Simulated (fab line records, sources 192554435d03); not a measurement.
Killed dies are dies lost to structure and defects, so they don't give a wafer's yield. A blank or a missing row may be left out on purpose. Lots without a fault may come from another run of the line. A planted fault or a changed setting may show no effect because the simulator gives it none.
fab line records | flow n5_finfet | part 1 of 2: steps 1 to 22 of 28
record lots=5 wafers=15 last_day=21
route steps=1938 shown BEOL_M7@1327 BEOL_M8@1332
lots that met no fault: from a run of the same line without faults
start_h: hours from the record's first day to the start of the lot's first wafer shown | wait_h: hours since the lot's step before | " the same as in the row above | L1.1+2: a row that stands for several wafers | - no value, or no start given | * or withheld: withheld | < > ~ a bound
route shown NAME@n: a module of which the file shows steps, and the number in the route of the first | usual: mean/standard deviation of fault-free wafers | same: alike in all rows | chamber/n: place in a boat | sites: the reading at each site | _std_site: their standard deviation | _edge_site: outer sites' mean less inner sites' | radius_mm: how far each site lies from the wafer's centre | mask NAME#n: copy n | behind: the tool/chamber that last shaped the wafer | hold: why the lot was held/for how many hours/how that ended | device: the transistor (n, p or np) that didn't switch | end of line: the same wafers' tests at the end of the route | a step without rows: its recipe alone | killed: dies lost to structure and defects at the first sort, not the wafer's yield | map: a wafer's dies, x killed, . not, _ none there
set.NAME: the setting as run; set.NAME@STEP: as run at that earlier step | model.NAME: the simulator's own value behind a step, which no gauge read
lots at some steps of the route; a table a step, a row a wafer
services: from which hour (start_h, from the record's first day; less than 0 if before it) a tool's chamber was out of use, for how many hours, and why
## steps
# step N5_BEOL_M7_THK_MEAS_53
# recipe thk_meas_gauge=xrf reads=Cu_of_BEOL_M7_ECD_50
# usual M7_THK=77.6/2.5
# columns lot.wafer tool chamber start_h wait_h M7_THK[nm]
L079.1 film_metro-01 - 309.36 - 75.6
L079.5 " - " " 74.2
L079.6 " - " " 77.0
L086.1 film_metro-01 - 355.30 - 75.1
L086.2 " - " " 77.9
L086.4 " - " " 74.8
L089.3 film_metro-01 - 374.70 - 79.2
L089.4 " - " " 78.5
L089.6 " - " " 79.7
L087.3 film_metro-01 - 382.92 - 79.4
L087.4 " - " " 77.5
L087.5 " - " " 82.3
L097.1 film_metro-01 - 431.31 - 72.5
L097.4 " - " " 79.6
L097.5 " - " " 79.1
# step N5_BEOL_M7_PRE_CLEAN_55
# recipe gas=NH3 time_s=15 temp_c=withheld rf_power_w=300
# columns lot.wafer tool chamber start_h wait_h
L079.1+5+6 pecvd-03 0,1,2 309.40 0.0
L086.1+2+4 pecvd-01 0,2,0 355.34 0.0
L089.3+4+6 pecvd-03 1,0,1 374.73 0.0
L087.3+4+5 pecvd-03 2,1,2 382.95 0.0
L097.1+4+5 pecvd-04 1,1,2 431.34 0.0
# step N5_BEOL_M7_DEP_56
# recipe material=SiCN target_thk_a=100 temp_c=withheld precursor=3MS/NH3 pressure_torr=3 rf_w=202 time_s=17.5
# usual showerhead_plenum_p_Torr=3.666/0.015 throttle_valve_pct=9.1/0.45
# columns lot.wafer tool chamber start_h wait_h showerhead_plenum_p_Torr throttle_valve_pct
L079.1 pecvd-03 0 309.42 0.0 3.653 9.1
L079.5 " 1 " " 3.665 9.7
L079.6 " 2 " " 3.691 8.9
L086.1 pecvd-01 0 355.37 0.0 3.671 9.6
L086.2 " 2 " " 3.674 8.4
L086.4 " 0 " " 3.671 9.7
L089.3 pecvd-03 1 374.76 0.0 3.651 9.5
L089.4 " 0 " " 3.668 9.1
L089.6 " 1 " " 3.658 9.6
L087.3 pecvd-03 2 382.98 0.0 3.686 9.0
L087.4 " 1 " " 3.660 9.5
L087.5 " 2 " " 3.689 8.6
L097.1 pecvd-04 1 431.37 0.0 3.633 9.5
L097.4 " 1 " " 3.639 9.5
L097.5 " 2 " " 3.673 8.6
# step N5_BEOL_M7_RS_MEAS_57
# recipe thk_meas_gauge=four-point-probe reads=Cu_of_BEOL_M7_ECD_50+Co_of_BEOL_M7_CVD_78+TaN_of_BEOL_M7_ALD_77
# usual M7_RS=0.287/0.011
# columns lot.wafer tool chamber start_h wait_h M7_RS[ohm/sq]
L079.1 film_metro-01 - 309.49 0.1 0.296
L079.5 " - " " 0.302
L079.6 " - " " 0.290
L086.1 film_metro-02 - 355.44 0.1 0.296
L086.2 " - " " 0.283
L086.4 " - " " 0.297
L089.3 film_metro-01 - 374.83 0.1 0.279
L089.4 " - " " 0.284
L089.6 " - " " 0.278
L087.3 film_metro-01 - 383.05 0.1 0.277
L087.4 " - " " 0.284
L087.5 " - " " 0.267
L097.1 film_metro-02 - 431.44 0.1 0.308
L097.4 " - " " 0.276
L097.5 " - " " 0.278
# step N5_BEOL_M7_INSPECT_58
# recipe inspect_instrument=darkfield mode=post_dep
# usual raw_defect_count=70/24
# columns lot.wafer tool chamber start_h wait_h raw_defect_count
L079.1 defect_inspect-02 - 309.52 0.0 57
L079.5 " - " " 53
L079.6 " - " " 66
L086.1 defect_inspect-02 - 355.46 0.0 87
L086.2 " - " " 54
L086.4 " - " " 63
L089.3 defect_inspect-02 - 374.85 0.0 107
L089.4 " - " " 74
L089.6 " - " " 73
L087.3 defect_inspect-01 - 383.08 0.0 116
L087.4 " - " " 133
L087.5 " - " " 72
L097.1 defect_inspect-01 - 431.46 0.0 64
L097.4 " - " " 44
L097.5 " - " " 74
# step N5_BEOL_M8_ILD_DEP_00
# recipe material=SiCOH_lowk target_thk_a=1797.5 temp_c=300 precursor=DEMS/porogen pressure_torr=5 rf_w=500 time_s=33.4
# usual heater_power_w=284/61 showerhead_plenum_p_Torr=5.743/0.019 throttle_valve_pct=14.0/0.54
# columns lot.wafer tool chamber start_h wait_h heater_power_w showerhead_plenum_p_Torr throttle_valve_pct
L079.1 pecvd-01 2 309.55 0.0 219 5.749 12.9
L079.5 " 1 " " 317 5.758 12.9
L079.6 " 0 " " 277 5.750 14.5
L086.1 pecvd-03 1 355.50 0.0 203 5.713 14.5
L086.2 " 2 " " 315 5.771 13.3
L086.4 " 0 " " 200 5.726 14.3
L089.3 pecvd-02 2 374.89 0.0 311 5.758 14.1
L089.4 " 2 " " 318 5.746 13.8
L089.6 " 0 " " 318 5.731 14.3
L087.3 pecvd-03 0 383.11 0.0 225 5.726 14.1
L087.4 " 0 " " 167 5.719 14.2
L087.5 " 2 " " 327 5.766 13.5
L097.1 pecvd-03 2 431.50 0.0 351 5.774 13.7
L097.4 " 2 " " 354 5.764 13.4
L097.5 " 1 " " 264 5.729 14.6
# step N5_BEOL_M8_CURE_74
# recipe temp_c=385 time_s=240 ambient=He/Ar material=SiCOH_lowk
# usual lamp_power_pct=52.32/0.059 wafer_temp_C_max=386.6/0.55
# columns lot.wafer tool chamber start_h wait_h lamp_power_pct wafer_temp_C_max
L079.1 uv_cure-01 2 309.67 0.1 52.38 385.8
L079.5 " 2 " " 52.29 385.6
L079.6 " 2 " " 52.37 385.9
L086.1 uv_cure-01 0 355.56 0.0 52.38 386.3
L086.2 " 0 " " 52.28 386.4
L086.4 " 0 " " 52.34 386.8
L089.3 uv_cure-02 0 375.17 0.3 52.28 386.5
L089.4 " 0 " " 52.37 386.8
L089.6 " 0 " " 52.32 387.1
L087.3 uv_cure-02 2 383.34 0.2 52.30 386.7
L087.4 " 2 " " 52.33 386.4
L087.5 " 2 " " 52.28 386.4
L097.1 uv_cure-01 0 432.32 0.8 52.32 386.9
L097.4 " 0 " " 52.27 386.1
L097.5 " 0 " " 52.27 386.5
# step N5_BEOL_M8_THK_MEAS_01
# recipe reads=SiCOH_lowk_of_BEOL_M8_ILD_DEP_00
# usual M8_ILD_THK=153.6/2.7
# columns lot.wafer tool chamber start_h wait_h M8_ILD_THK[nm]
L079.1 film_metro-01 - 310.66 0.8 152.8
L079.5 " - " " 155.5
L079.6 " - " " 153.7
L086.1 film_metro-01 - 356.08 0.4 155.1
L086.2 " - " " 149.8
L086.4 " - " " 154.0
L089.3 film_metro-01 - 375.52 0.3 157.3
L089.4 " - " " 162.8
L089.6 " - " " 154.1
L087.3 film_metro-02 - 383.69 0.3 152.9
L087.4 " - " " 156.0
L087.5 " - " " 152.5
L097.1 film_metro-01 - 432.84 0.4 147.9
L097.4 " - " " 150.0
L097.5 " - " " 156.0
# step N5_BEOL_M8_PECVD_70
# recipe material=SiO2 target_thk_a=200 temp_c=400 precursor=TEOS/O2 pressure_torr=5.5 rf_w=450 teos_flow_sccm=53.8 gas=O2 flow_sccm=3000 time_s=22.7
# usual heater_power_w=681/100 showerhead_plenum_p_Torr=8.80/0.057 throttle_valve_pct=22.6/0.91
# columns lot.wafer tool chamber start_h wait_h heater_power_w showerhead_plenum_p_Torr throttle_valve_pct
L079.1 pecvd-03 0 310.70 0.0 572 8.77 23.0
L079.5 " 1 " " 567 8.75 23.6
L079.6 " 0 " " 572 8.75 22.7
L086.1 pecvd-01 2 356.11 0.0 493 8.86 21.3
L086.2 " 0 " " 695 8.75 24.4
L086.4 " 2 " " 489 8.81 21.1
L089.3 pecvd-03 0 375.56 0.0 468 8.75 22.9
L089.4 " 0 " " 454 8.74 22.8
L089.6 " 2 " " 792 8.88 21.7
L087.3 pecvd-03 1 383.73 0.0 621 8.76 23.5
L087.4 " 0 " " 571 8.75 22.8
L087.5 " 2 " " 824 8.88 21.9
L097.1 pecvd-01 0 432.87 0.0 637 8.79 23.9
L097.4 " 1 " " 713 8.89 21.4
L097.5 " 0 " " 634 8.76 24.0
# step N5_BEOL_M8_HM_DEP_02
# recipe material=TiN target_thk_a=200 temp_c=25 chamber_pressure_pa=0.49996
# usual throttle_valve_pct=30.0/1.1
# columns lot.wafer tool chamber start_h wait_h throttle_valve_pct
L079.1 pvd_sputter-03 - 311.91 1.2 31.9
L079.5 " - " " 28.8
L079.6 " - " " 30.1
L086.1 pvd_sputter-01 - 358.86 2.7 28.7
L086.2 " - " " 31.9
L086.4 " - " " 31.6
L089.3 pvd_sputter-02 - 377.48 1.9 30.7
L089.4 " - " " 28.8
L089.6 " - " " 30.4
L087.3 pvd_sputter-01 - 385.02 1.3 29.7
L087.4 " - " " 31.5
L087.5 " - " " 30.2
L097.1 pvd_sputter-03 - 434.42 1.5 30.1
L097.4 " - " " 28.7
L097.5 " - " " 32.0
# step N5_BEOL_M8_COAT_59
# recipe resist=SOC temp_c=250 time_s=60 spin_rpm=1500 resist_thk_nm=100
# usual chill_plate_temp_C=22.97/0.096 exhaust_pa=45.2/0.85
# columns lot.wafer tool chamber start_h wait_h chill_plate_temp_C exhaust_pa
L079.1 litho_track-03 0 312.04 0.1 23.11 45.9
L079.5 " 0 " " 22.97 44.4
L079.6 " 0 " " 23.03 46.6
L086.1 litho_track-03 0 358.99 0.1 23.04 46.0
L086.2 " 0 " " 23.07 44.7
L086.4 " 0 " " 23.05 45.5
L089.3 litho_track-02 0 377.61 0.1 22.95 44.7
L089.4 " 0 " " 23.00 44.9
L089.6 " 0 " " 22.97 45.2
L087.3 litho_track-05 0 385.14 0.1 22.80 45.3
L087.4 " 0 " " 23.08 46.2
L087.5 " 0 " " 22.94 46.1
L097.1 litho_track-03 0 434.55 0.1 23.04 45.1
L097.4 " 0 " " 23.07 46.3
L097.5 " 0 " " 23.13 46.9
# step N5_BEOL_M8_COAT_60
# recipe resist=SiARC temp_c=220 time_s=60 spin_rpm=1500 resist_thk_nm=35
# usual chill_plate_temp_C=23.00/0.1 exhaust_pa=45.1/0.94
# columns lot.wafer tool chamber start_h wait_h chill_plate_temp_C exhaust_pa
L079.1 litho_track-03 0 - - 23.10 44.5
L079.5 " 0 " " 22.99 44.0
L079.6 " 0 " " 23.12 46.2
L086.1 litho_track-03 0 - - 23.04 45.9
L086.2 " 0 " " 23.06 44.8
L086.4 " 0 " " 22.78 44.4
L089.3 litho_track-02 0 - - 22.89 44.5
L089.4 " 0 " " 22.95 44.7
L089.6 " 0 " " 23.02 43.5
L087.3 litho_track-05 0 - - 22.96 43.8
L087.4 " 0 " " 22.97 44.7
L087.5 " 0 " " 22.95 45.3
L097.1 litho_track-03 0 - - 22.89 45.5
L097.4 " 0 " " 22.98 45.6
L097.5 " 0 " " 23.04 46.3
# step N5_BEOL_M8_COAT_05
# recipe resist=CAR-ArF spin_rpm=1500 resist_thk_nm=90
# usual chill_plate_temp_C=22.99/0.13 exhaust_pa=44.9/0.89
# columns lot.wafer tool chamber start_h wait_h chill_plate_temp_C exhaust_pa
L079.1 litho_track-03 0 - - 22.91 45.0
L079.5 " 0 " " 23.04 45.7
L079.6 " 0 " " 22.92 45.0
L086.1 litho_track-03 0 - - 23.01 44.5
L086.2 " 0 " " 22.98 44.9
L086.4 " 0 " " 22.95 45.9
L089.3 litho_track-02 0 - - 22.78 46.4
L089.4 " 0 " " 22.89 44.9
L089.6 " 0 " " 22.70 43.9
L087.3 litho_track-05 0 - - 22.82 45.1
L087.4 " 0 " " 22.70 44.1
L087.5 " 0 " " 22.86 43.8
L097.1 litho_track-03 0 - - 22.99 45.9
L097.4 " 0 " " 23.00 45.2
L097.5 " 0 " " 23.16 46.9
# step N5_BEOL_M8_EBR_07
# recipe solvent=PGMEA ebr_width_mm=1.5
# usual chill_plate_temp_C=23.01/0.11 exhaust_pa=45.1/0.91
# columns lot.wafer tool chamber start_h wait_h chill_plate_temp_C exhaust_pa
L079.1 litho_track-03 0 - - 23.04 44.6
L079.5 " 0 " " 22.92 43.7
L079.6 " 0 " " 23.04 43.9
L086.1 litho_track-03 0 - - 22.97 46.8
L086.2 " 0 " " 22.98 46.5
L086.4 " 0 " " 22.90 45.7
L089.3 litho_track-02 0 - - 23.21 45.7
L089.4 " 0 " " 22.95 44.5
L089.6 " 0 " " 23.04 44.2
L087.3 litho_track-05 0 - - 22.96 46.7
L087.4 " 0 " " 22.95 45.4
L087.5 " 0 " " 22.85 45.7
L097.1 litho_track-03 0 - - 23.02 44.8
L097.4 " 0 " " 23.15 45.9
L097.5 " 0 " " 23.07 45.6
# step N5_BEOL_M8_SOFTBAKE_06
# recipe temp_c=110 time_s=60 resist=CAR-ArF
# usual chill_plate_temp_C=23.02/0.12 exhaust_pa=45.2/0.88
# columns lot.wafer tool chamber start_h wait_h chill_plate_temp_C exhaust_pa
L079.1 litho_track-03 0 - - 23.09 46.4
L079.5 " 0 " " 22.94 45.2
L079.6 " 0 " " 22.97 46.1
L086.1 litho_track-03 0 - - 22.86 45.5
L086.2 " 0 " " 22.89 45.7
L086.4 " 0 " " 23.00 46.3
L089.3 litho_track-02 0 - - 22.84 44.4
L089.4 " 0 " " 22.80 44.7
L089.6 " 0 " " 23.00 45.7
L087.3 litho_track-05 0 - - 23.19 45.1
L087.4 " 0 " " 23.07 45.1
L087.5 " 0 " " 23.12 45.7
L097.1 litho_track-03 0 - - 22.93 45.5
L097.4 " 0 " " 22.95 45.3
L097.5 " 0 " " 23.04 45.3
# step N5_BEOL_M8_EXPOSE_08
# recipe mask_id=M8 na=1.35 source_shape=dipole sigma_inner=0.817 sigma_outer=0.97 polarization=te dose_mj=68.25
# same dipole_opening_deg=35 sigma_outer=0.97
# columns lot.wafer tool chamber start_h wait_h mask
L079.1+5+6 arfi_scanner-03 0 312.16 - M8#0
L086.1+2+4 arfi_scanner-01 0 359.23 - M8#0
L089.3+4+6 arfi_scanner-01 0 377.74 - M8#0
L087.3+4+5 arfi_scanner-03 0 385.50 - M8#0
L097.1+4+5 arfi_scanner-02 0 435.70 - M8#0
# step N5_BEOL_M8_PEB_09
# recipe peb_temp_c=withheld peb_time_s=60 resist=CAR-ArF
# usual chill_plate_temp_C=23.01/0.12 exhaust_pa=44.8/0.85
# columns lot.wafer tool chamber start_h wait_h chill_plate_temp_C exhaust_pa
L079.1 litho_track-05 0 312.22 0.1 23.01 46.8
L079.5 " 0 " " 23.17 46.2
L079.6 " 0 " " 23.13 45.2
L086.1 litho_track-03 0 359.29 0.1 22.94 44.1
L086.2 " 0 " " 23.00 44.7
L086.4 " 0 " " 22.92 45.5
L089.3 litho_track-02 0 377.79 0.0 22.92 44.0
L089.4 " 0 " " 23.10 43.7
L089.6 " 0 " " 23.02 44.9
L087.3 litho_track-02 0 385.55 0.0 22.90 45.1
L087.4 " 0 " " 22.89 44.3
L087.5 " 0 " " 22.95 45.6
L097.1 litho_track-03 0 435.76 0.1 22.85 44.0
L097.4 " 0 " " 22.86 46.5
L097.5 " 0 " " 22.97 44.9
# step N5_BEOL_M8_DEVELOP_10
# recipe develop_time_s=30 developer=TMAH resist=CAR-ArF rinse_liquid=diw dry=air_spin dev_temp_c=23
# usual chill_plate_temp_C=23.01/0.1 developer_temp_C=23.00/0.096 exhaust_pa=44.8/0.85
# columns lot.wafer tool chamber start_h wait_h chill_plate_temp_C developer_temp_C exhaust_pa
L079.1 litho_track-05 0 - - 22.82 23.03 45.8
L079.5 " 0 " " 23.04 23.14 44.7
L079.6 " 0 " " 22.82 22.91 45.6
L086.1 litho_track-03 0 - - 22.99 22.92 45.5
L086.2 " 0 " " 22.99 23.00 45.4
L086.4 " 0 " " 23.14 22.83 45.7
L089.3 litho_track-02 0 - - 23.04 22.97 45.7
L089.4 " 0 " " 22.98 22.78 46.5
L089.6 " 0 " " 22.96 22.89 44.4
L087.3 litho_track-02 0 - - 23.15 23.14 44.4
L087.4 " 0 " " 23.07 22.98 42.0
L087.5 " 0 " " 23.09 23.01 44.3
L097.1 litho_track-03 0 - - 22.92 22.90 46.5
L097.4 " 0 " " 23.00 22.87 44.3
L097.5 " 0 " " 23.05 23.02 44.6
# step N5_BEOL_M8_CD_MEAS_11
# recipe target_cd_nm=38.5 landing_energy_ev=500 detector=se_inlens polarity=opening
# usual cd_nm=37.9/0.56
# columns lot.wafer tool chamber start_h wait_h cd_nm
L079.1 cd_sem-01 0 312.29 - 38.3
L079.5 " 0 " " 37.4
L079.6 " 0 " " 36.9
L086.1 cd_sem-03 0 359.36 - 37.8
L086.2 " 0 " " 38.5
L086.4 " 0 " " 38.0
L089.3 cd_sem-02 0 377.86 - 39.3
L089.4 " 0 " " 37.5
L089.6 " 0 " " 37.9
L087.3 cd_sem-03 0 385.62 - 38.4
L087.4 " 0 " " 38.2
L087.5 " 0 " " 37.6
L097.1 cd_sem-02 0 435.83 - 38.9
L097.4 " 0 " " 39.0
L097.5 " 0 " " 38.6
# step N5_BEOL_M8_OVL_MEAS_12
# recipe points_per_wafer=44
# usual M8_OVL=0.8/0.8
# columns lot.wafer tool chamber start_h wait_h M8_OVL[nm]
L079.1 overlay-01 0 312.32 0.0 1.9
L079.5 " 0 " " 1.4
L079.6 " 0 " " 1.8
L086.1 overlay-01 0 359.39 0.0 -0.5
L086.2 " 0 " " -0.2
L086.4 " 0 " " -0.4
L089.3 overlay-02 0 377.89 0.0 0.6
L089.4 " 0 " " -0.3
L089.6 " 0 " " -0.5
L087.3 overlay-01 0 385.65 0.0 0.9
L087.4 " 0 " " 0.9
L087.5 " 0 " " -0.2
L097.1 overlay-02 0 435.86 0.0 0.1
L097.4 " 0 " " 1.5
L097.5 " 0 " " 0.9
# step N5_BEOL_M8_INSPECT_13
# recipe mode=adi inspect_instrument=brightfield
# usual raw_defect_count=380/76
# columns lot.wafer tool chamber start_h wait_h raw_defect_count
L079.1 defect_inspect-02 - 312.34 0.0 334
L079.5 " - " " 307
L079.6 " - " " 370
L086.1 defect_inspect-02 - 359.42 0.0 389
L086.2 " - " " 339
L086.4 " - " " 430
L089.3 defect_inspect-01 - 377.91 0.0 460
L089.4 " - " " 374
L089.6 " - " " 351
L087.3 defect_inspect-01 - 385.67 0.0 420
L087.4 " - " " 543
L087.5 " - " " 438
L097.1 defect_inspect-01 - 435.88 0.0 457
L097.4 " - " " 517
L097.5 " - " " 373
# step N5_BEOL_M8_DESCUM_16
# recipe chemistry=O2 time_s=7.9 source_power_w=50 bias_power_w=20 pressure_mtorr=20 rf_frequency_hz=2.712e+07 temp_c=40 resist=CAR-ArF o2_flow_sccm=225
# usual drypump_motor_current_A=6.0/0.4 oes_product_au=0.80/0.077 rf_vpp_V=243.6/1.3 showerhead_plenum_p_Torr=2.12/0.066 throttle_valve_pct=20.37/0.21
# columns lot.wafer tool chamber start_h wait_h drypump_motor_current_A oes_product_au rf_hours_counter_h rf_vpp_V showerhead_plenum_p_Torr throttle_valve_pct
L079.1 rie_diel-01 0 313.19 0.9 6.2 0.78 132 245.4 2.18 20.36
L079.5 " 2 " " 5.5 0.70 - 242.9 2.05 20.21
L079.6 " 1 " " 6.0 0.91 - 242.5 2.07 20.59
L086.1 rie_diel-01 1 359.48 0.1 5.9 0.88 39 242.6 2.06 20.63
L086.2 " 3 " " 6.4 0.70 241 243.8 2.07 20.31
L086.4 " 3 " " 6.4 0.69 - 242.8 2.07 20.31
L089.3 rie_diel-05 1 378.19 0.3 6.2 0.81 96 246.2 2.20 20.67
L089.4 " 0 " " 5.7 0.73 131 244.6 2.19 20.19
L089.6 " 3 " " 6.7 0.77 - 245.2 2.22 20.52
L087.3 rie_diel-05 3 385.86 0.2 6.7 0.78 104 244.6 2.22 20.53
L087.4 " 0 " " 5.7 0.72 135 244.9 2.19 20.20
L087.5 " 3 " " 6.7 0.78 - 245.5 2.22 20.53
L097.1 rie_diel-01 2 435.92 0.0 5.5 0.89 28 242.4 2.04 20.01
L097.4 " 2 " " 5.5 0.90 - 242.5 2.04 19.98
L097.5 " 0 " " 6.2 0.73 - 244.6 2.16 20.44
